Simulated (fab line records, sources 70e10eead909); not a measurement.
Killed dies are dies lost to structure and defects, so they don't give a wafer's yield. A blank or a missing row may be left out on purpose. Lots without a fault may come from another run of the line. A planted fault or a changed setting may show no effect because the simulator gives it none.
fab line records | flow nand_harc | part 2 of 2: steps 25 to 37 of 37
record lots=5 wafers=15 last_day=32
route steps=1302 shown A_STAIRCASE@785
lots that met no fault: from a run of the same line without faults
start_h: hours from the record's first day to the start of the lot's first wafer shown | wait_h: hours since the lot's step before | " the same as in the row above | L1.1+2: a row that stands for several wafers | - no value, or no start given | * or withheld: withheld | < > ~ a bound
route shown NAME@n: a module of which the file shows steps, and the number in the route of the first | usual: mean/standard deviation of fault-free wafers | same: alike in all rows | chamber/n: place in a boat | sites: the reading at each site | _std_site: their standard deviation | _edge_site: outer sites' mean less inner sites' | radius_mm: how far each site lies from the wafer's centre | mask NAME#n: copy n | behind: the tool/chamber that last shaped the wafer | hold: why the lot was held/for how many hours/how that ended | device: the transistor (n, p or np) that didn't switch | end of line: the same wafers' tests at the end of the route | a step without rows: its recipe alone | killed: dies lost to structure and defects at the first sort, not the wafer's yield | map: a wafer's dies, x killed, . not, _ none there
set.NAME: the setting as run; set.NAME@STEP: as run at that earlier step | model.NAME: the simulator's own value behind a step, which no gauge read
lots at some steps of the route; a table a step, a row a wafer
services: from which hour (start_h, from the record's first day; less than 0 if before it) a tool's chamber was out of use, for how many hours, and why
## steps
# step NHARC_A_STAIRCASE_ETCH_452
# recipe target_depth_a=300 overetch_a=30 time_s=16.5 ion_energy_ev=100 cf4_flow_sccm=80 o2_flow_sccm=20 ar_flow_sccm=0 rf_w=300 bias_w=100 chemistry=CF4/O2
# usual drypump_motor_current_A=5.8/0.51 oes_product_au=1.000/0.012 rf_vpp_V=197.4/1.2 showerhead_plenum_p_Torr=1.32/0.04 throttle_valve_pct=13.398/0.0086
# columns lot.wafer tool chamber start_h wait_h drypump_motor_current_A oes_product_au rf_hours_counter_h rf_vpp_V showerhead_plenum_p_Torr throttle_valve_pct
L077.4 rie_diel-13 3 - - 6.3 1.013 15 198.0 1.36 13.396
L077.5 " 1 " " 5.6 0.994 - 197.3 1.27 13.394
L077.6 " 2 " " 5.0 1.010 - 198.3 1.33 13.379
L081.1 rie_diel-13 2 - - 5.0 1.032 33 198.0 1.32 13.389
L081.2 " 1 " " 5.6 0.993 37 196.7 1.27 13.403
L081.6 " 3 " " 6.3 1.010 - 197.6 1.35 13.387
L083.4 rie_diel-11 0 - - 6.5 0.978 7 196.7 1.29 13.402
L083.2 " 1 " " 5.6 0.994 9 198.3 1.34 13.408
L083.1 " 2 " " 5.6 0.993 9 196.9 1.36 13.412
L091.2 rie_diel-11 1 - - 5.7 0.990 39 198.7 1.33 13.400
L091.5 " 3 " " 6.1 0.997 - 194.9 1.24 13.390
L091.6 " 0 " " 6.5 0.976 - 196.0 1.28 13.399
L094.2 rie_diel-02 2 - - 6.3 1.011 0 197.3 1.31 13.406
L094.1 " 0 " " 5.1 1.007 1 197.8 1.33 13.402
L094.6 " 1 " " 6.3 1.001 - 196.5 1.35 13.401
# step NHARC_A_STAIRCASE_ETCH_294
# recipe target_depth_a=49890 time_s=1211.6 ion_energy_ev=800 c4f8_flow_sccm=80 o2_flow_sccm=60 ar_flow_sccm=withheld rf_w=600 bias_w=3000 chemistry=C4F8/O2/Ar
# usual oes_product_au=0.934/0.014 rf_vpp_V=1824/7.5
# columns lot.wafer tool chamber start_h wait_h oes_product_au rf_hours_counter_h rf_vpp_V
L077.4 rie_diel-13 0 - - 0.935 9 1839
L077.6 " 1 " " 0.934 - 1816
L077.5 " 2 " " 0.945 - 1825
L081.2 rie_diel-13 1 - - 0.926 37 1813
L081.1 " 2 " " 0.950 33 1824
L081.6 " 2 " " 0.959 - 1824
L083.4 rie_diel-11 2 - - 0.925 9 1831
L083.1 " 3 " " 0.955 5 1810
L083.2 " 1 " " 0.934 9 1828
L091.2 rie_diel-11 0 - - 0.921 35 1816
L091.6 " 2 " " 0.935 - 1830
L091.5 " 3 " " 0.936 - 1811
L094.1 rie_diel-02 3 - - 0.923 1 1820
L094.2 " 0 " " 0.946 1 1827
L094.6 " 2 " " 0.931 - 1821
# step NHARC_A_STAIRCASE_STRIP_295
# recipe o2_flow_sccm=500 ar_flow_sccm=0 bias_w=0 chemistry=O2
# usual drypump_motor_current_A=5.8/0.52 oes_product_au=0.999/0.011 rf_vpp_V=57.7/0.9 showerhead_plenum_p_Torr=3.49/0.098 throttle_valve_pct=17.036/0.0084
# columns lot.wafer tool chamber start_h wait_h drypump_motor_current_A oes_product_au rf_hours_counter_h rf_vpp_V showerhead_plenum_p_Torr throttle_valve_pct
L077.4 rie_diel-13 3 - - 6.3 1.006 15 58.5 3.58 17.040
L077.5 " 2 " " 5.0 1.009 - 58.3 3.50 17.041
L077.6 " 3 " " 6.3 1.014 - 57.4 3.58 17.023
L081.1 rie_diel-13 3 - - 6.3 0.997 27 57.9 3.57 17.035
L081.2 " 0 " " 5.6 0.996 24 57.8 3.67 17.034
L081.6 " 1 " " 5.6 0.985 - 57.3 3.36 17.042
L083.2 rie_diel-11 2 - - 5.6 0.999 10 58.5 3.58 17.049
L083.4 " 0 " " 6.5 0.983 7 56.9 3.40 17.038
L083.1 " 1 " " 5.7 0.993 9 58.6 3.54 17.023
L091.2 rie_diel-11 2 - - 5.6 0.999 39 57.0 3.57 17.030
L091.5 " 0 " " 6.5 0.976 - 58.8 3.39 17.040
L091.6 " 1 " " 5.7 0.993 - 59.1 3.53 17.033
L094.1 rie_diel-02 2 - - 6.3 1.017 1 57.9 3.45 17.036
L094.2 " 1 " " 6.3 1.013 1 58.4 3.57 17.029
L094.6 " 3 " " 5.2 0.997 - 57.5 3.44 17.019
# step NHARC_A_STAIRCASE_STRIP_296
# recipe time_s=900 temp_c=130 chemistry=SPM
# columns lot.wafer tool chamber start_h wait_h
L077.5+4+6 wet_bench-02 1,3,5 414.29 -
L081.6+1+2 wet_bench-09 6,7,2 449.57 -
L083.4+2+1 wet_bench-02 5,7,0 461.32 -
L091.6+5+2 wet_bench-09 2,4,6 544.71 -
L094.1+2+6 wet_bench-09 3,6,7 582.16 -
# step NHARC_A_STAIRCASE_PRECLEAN_297
# recipe time_s=* temp_c=50 bath_age_min=0 chemistry=SC1
# columns lot.wafer tool chamber start_h wait_h
L077.5+4+6 wet_bench-02 1,3,5 - -
L081.6+1+2 wet_bench-09 6,7,2 - -
L083.4+2+1 wet_bench-02 5,7,0 - -
L091.6+5+2 wet_bench-09 2,4,6 - -
L094.1+2+6 wet_bench-09 3,6,7 - -
# step NHARC_A_STAIRCASE_SRD_298
# columns lot.wafer tool chamber start_h wait_h
L077.5+4+6 wet_bench-02 1,3,5 - -
L081.6+1+2 wet_bench-09 6,7,2 - -
L083.4+2+1 wet_bench-02 5,7,0 - -
L091.6+5+2 wet_bench-09 2,4,6 - -
L094.1+2+6 wet_bench-09 3,6,7 - -
# step NHARC_A_STAIRCASE_HM_DEP_462
# recipe target_thk_a=8000 temp_c=400 material=aC
# usual throttle_valve_pct=35.000/0.0091
# columns lot.wafer tool chamber start_h wait_h throttle_valve_pct
L077.4 acl_dep-02 0 415.73 1.0 35.000
L077.5 " 0 " " 35.008
L077.6 " 0 " " 35.008
L081.1 acl_dep-03 0 451.11 1.1 34.980
L081.2 " 0 " " 35.009
L081.6 " 0 452.65 2.6 35.005
L083.1 acl_dep-02 0 461.84 0.1 35.011
L083.2 " 0 " " 34.988
L083.4 " 0 " " 34.996
L091.2 acl_dep-01 0 545.53 0.4 35.010
L091.5 " 0 " " 35.001
L091.6 " 0 " " 34.992
L094.1 acl_dep-02 0 584.09 1.5 34.995
L094.2 " 0 " " 35.006
L094.6 " 0 585.64 3.0 35.005
# step NHARC_A_STAIRCASE_DEP_301
# recipe target_thk_a=300 target_thk_nm=30 temp_c=400 pressure_torr=3.5 flow_sccm=200 rf_w=350 material=SiON
# usual heater_power_w=730/98
# columns lot.wafer tool chamber start_h wait_h heater_power_w
L077.5 pecvd-03 1 416.78 0.4 611
L077.6 " 2 " " 774
L077.4 " 0 " " 883
L081.2 pecvd-01 0 452.98 1.3 720
L081.1 " 2 " " 643
L081.6 " 0 " " 758
L083.1 pecvd-04 1 463.74 1.6 616
L083.2 " 2 " " 629
L083.4 " 1 " " 618
L091.2 pecvd-04 0 547.14 1.3 721
L091.5 " 1 " " 658
L091.6 " 0 " " 726
L094.1 pecvd-03 1 585.97 1.6 664
L094.2 " 2 " " 830
L094.6 " 1 " " 671
# step NHARC_A_STAIRCASE_DEHYDRATE_302
# recipe temp_c=150 time_s=120
# columns lot.wafer tool chamber start_h wait_h
L077.4+5+6 litho_track-03 0 416.96 0.1
L081.1+2+6 litho_track-05 0 453.25 0.2
L083.1+2+4 litho_track-05 0 463.98 0.2
L091.2+5+6 litho_track-05 0 547.36 0.2
L094.1+2+6 litho_track-05 0 586.24 0.2
# step NHARC_A_STAIRCASE_HMDS_303
# recipe time_s=30
# columns lot.wafer tool chamber start_h wait_h
L077.4+5+6 litho_track-03 0 - -
L081.1+2+6 litho_track-05 0 - -
L083.1+2+4 litho_track-05 0 - -
L091.2+5+6 litho_track-05 0 - -
L094.1+2+6 litho_track-05 0 - -
# step NHARC_A_STAIRCASE_COAT_304
# recipe spin_rpm=1200
# columns lot.wafer tool chamber start_h wait_h
L077.4+5+6 litho_track-03 0 - -
L081.1+2+6 litho_track-05 0 - -
L083.1+2+4 litho_track-05 0 - -
L091.2+5+6 litho_track-05 0 - -
L094.1+2+6 litho_track-05 0 - -
# step NHARC_A_STAIRCASE_SOFTBAKE_305
# recipe temp_c=135 time_s=170
# columns lot.wafer tool chamber start_h wait_h
L077.4+5+6 litho_track-03 0 - -
L081.1+2+6 litho_track-05 0 - -
L083.1+2+4 litho_track-05 0 - -
L091.2+5+6 litho_track-05 0 - -
L094.1+2+6 litho_track-05 0 - -
# step NHARC_A_STAIRCASE_EBR_306
# columns lot.wafer tool chamber start_h wait_h
L077.4+5+6 litho_track-03 0 - -
L081.1+2+6 litho_track-05 0 - -
L083.1+2+4 litho_track-05 0 - -
L091.2+5+6 litho_track-05 0 - -
L094.1+2+6 litho_track-05 0 - -
## services
# columns tool chamber start_h hours kind
rie_diel-13 0 377.43 11.2 repair
acl_dep-01 - 381.26 13.0 pm
krf_scanner-01 - 383.79 12.4 repair
rie_diel-02 - 393.87 9.0 pm
rie_diel-11 1 399.63 34.1 repair
rie_diel-11 3 405.17 43.9 repair
wet_bench-02 - 420.00 8.0 pm
acl_dep-02 - 427.96 13.0 pm
acl_dep-03 - 428.15 5.4 repair
rie_diel-11 - 432.79 9.0 pm
wet_bench-05 - 436.93 8.0 pm
litho_track-03 - 450.02 7.0 pm
pecvd-04 - 450.09 13.0 pm
acl_dep-01 - 453.82 1.3 repair
rie_diel-11 0 469.56 11.5 repair
litho_track-05 - 474.00 7.0 pm
acl_dep-03 - 482.66 13.0 pm
krf_scanner-01 - 484.00 4.0 pm
rie_diel-02 3 511.41 3.6 repair
rie_diel-13 - 522.91 9.0 pm
wet_bench-09 - 528.80 8.0 pm
rie_diel-13 3 546.24 106.8 repair
rie_diel-13 0 566.03 6.0 repair
rie_diel-02 - 570.87 9.0 pm
